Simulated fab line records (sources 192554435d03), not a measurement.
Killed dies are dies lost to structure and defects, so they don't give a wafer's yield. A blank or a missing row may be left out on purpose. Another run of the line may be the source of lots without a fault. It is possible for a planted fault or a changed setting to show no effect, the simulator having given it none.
Lot-split experiment | flow n5_finfet | 7 lots, 21 wafers read, on a route of 1938 steps

== THE SPLIT ITSELF ==
At N5_SDB_ETCH_17 (etches SiARC in CF4, target depth 23.4 nm, time 39 s), the setting bias_w was moved away from the recipe's 36 W on 9 of the 21 wafers read, by +7.1% to +15.9%. For the rest of the wafers, this setting stayed at what the recipe calls for.

The split's own step is where the reading is taken.

== THE READING ==
rf_vpp_V, in V, at N5_SDB_ETCH_17 (etches SiARC in CF4, target depth 23.4 nm, time 39 s). A value of 184.3 V with a standard deviation of 1.4 V is what fault-free wafers of this fab line usually give.

wafer  | tool, chamber at the split | bias_w as run, W | against the recipe | rf_vpp_V, V | against lot-mates on the recipe
L074.2 | rie_diel-02, 1             | 41.71            | +15.9%             | 202.6       | +19.3
L074.3 | rie_diel-02, 3             | 36               | recipe             | 183.3       | -
L074.4 | rie_diel-02, 0             | 41.71            | +15.9%             | 199.6       | +16.3
L076.1 | rie_diel-02, 3             | 41.5             | +15.3%             | 199.8       | +15.4
L076.3 | rie_diel-02, 1             | 41.5             | +15.3%             | 203.3       | +18.9
L076.6 | rie_diel-02, 3             | 36               | recipe             | 184.4       | -
L082.1 | rie_diel-02, 2             | 36               | recipe             | 183.2       | -
L082.4 | rie_diel-02, 3             | 36               | recipe             | 183.5       | -
L082.5 | rie_diel-02, 1             | 36               | recipe             | 185.7       | -
L086.2 | rie_diel-01, 0             | 36               | recipe             | 182.5       | -
L086.5 | rie_diel-01, 1             | 36               | recipe             | 184.7       | -
L086.6 | rie_diel-01, 2             | 36               | recipe             | 184.7       | -
L094.2 | rie_diel-01, 0             | 38.54            | +7.1%              | 189.8       | +7.9
L094.3 | rie_diel-01, 3             | 38.54            | +7.1%              | 193.6       | +11.7
L094.4 | rie_diel-01, 0             | 36               | recipe             | 181.9       | -
L095.2 | rie_diel-06, 1             | 36               | recipe             | 183.0       | -
L095.4 | rie_diel-06, 0             | 36               | recipe             | 182.4       | -
L095.5 | rie_diel-06, 1             | 36               | recipe             | 183.4       | -
L097.1 | rie_diel-01, 2             | 39.16            | +8.8%              | 194.6       | no lot-mate on the recipe
L097.3 | rie_diel-01, 1             | 39.16            | +8.8%              | 194.0       | no lot-mate on the recipe
L097.6 | rie_diel-01, 1             | 39.16            | +8.8%              | 196.2       | no lot-mate on the recipe

FIT RESULTS
A straight line over all 21 wafers: rf_vpp_V changes by +1.16 V for each +1% of bias_w; r = +0.98; the points scatter about the line by 1.4 V.
The same after taking each lot's own level away (the mean of its wafers on the recipe; 18 wafers): +1.14 V for each +1%; r = +0.98; scatter 1.4 V.
That fit puts the effect of the largest move of bias_w on the reading at 18 V.
The lots' own levels span 181.90 to 184.40 V, that is 1.8 times the standard deviation above.
Consequently the slope shifts little with the lot-to-lot level, the two slopes agreeing.
Check: with one of the wafers moved furthest among these (+15.9%) left out of the fit, the line predicts +17.8 V for it against its lot-mates. It came out at +19.3 V against them.
Tool readings at the split's step, against how far the setting was moved: etch_rf_on_time_s r = -0.89; rf_vpp_V r = +0.98.

== OTHER SPLITS APPLIED TO THESE WAFERS ==
Note: prior to the reading, these wafers also went through further splits. Each is held against what the fit with the lots' levels taken away leaves over:
other split on the same wafers | wafers away from the commonest value | r with rf_vpp_V (lot level and that fit taken away)
N5_FIN_CUT_EXPOSE_05 dose_mj   | 9                                    | +0.12
N5_DUMMY_GATE_CVD_03 temp_c    | 18                                   | -0.15
N5_SD_EPI_P_COAT_03 spin_rpm   | 11                                   | -0.22
N5_SDB_COAT_03 spin_rpm        | 5                                    | -0.39

== THE WHOLE CHAIN: every reading that the file lists as answering this split, in the file's order ==
step           | what it does                                         | reading           | change (the file's fit)              | r (the file's)
N5_SDB_ETCH_17 | etches SiARC in CF4, target depth 23.4 nm, time 39 s | etch_rf_on_time_s | withheld for each +1% of the setting | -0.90
N5_SDB_ETCH_17 | etches SiARC in CF4, target depth 23.4 nm, time 39 s | rf_vpp_V          | +1.15 V for each +1% of the setting  | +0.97

== THE FILE'S OWN FIT ==
rf_vpp_V changes by +1.15 V for each +1% of bias_w, r = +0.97.
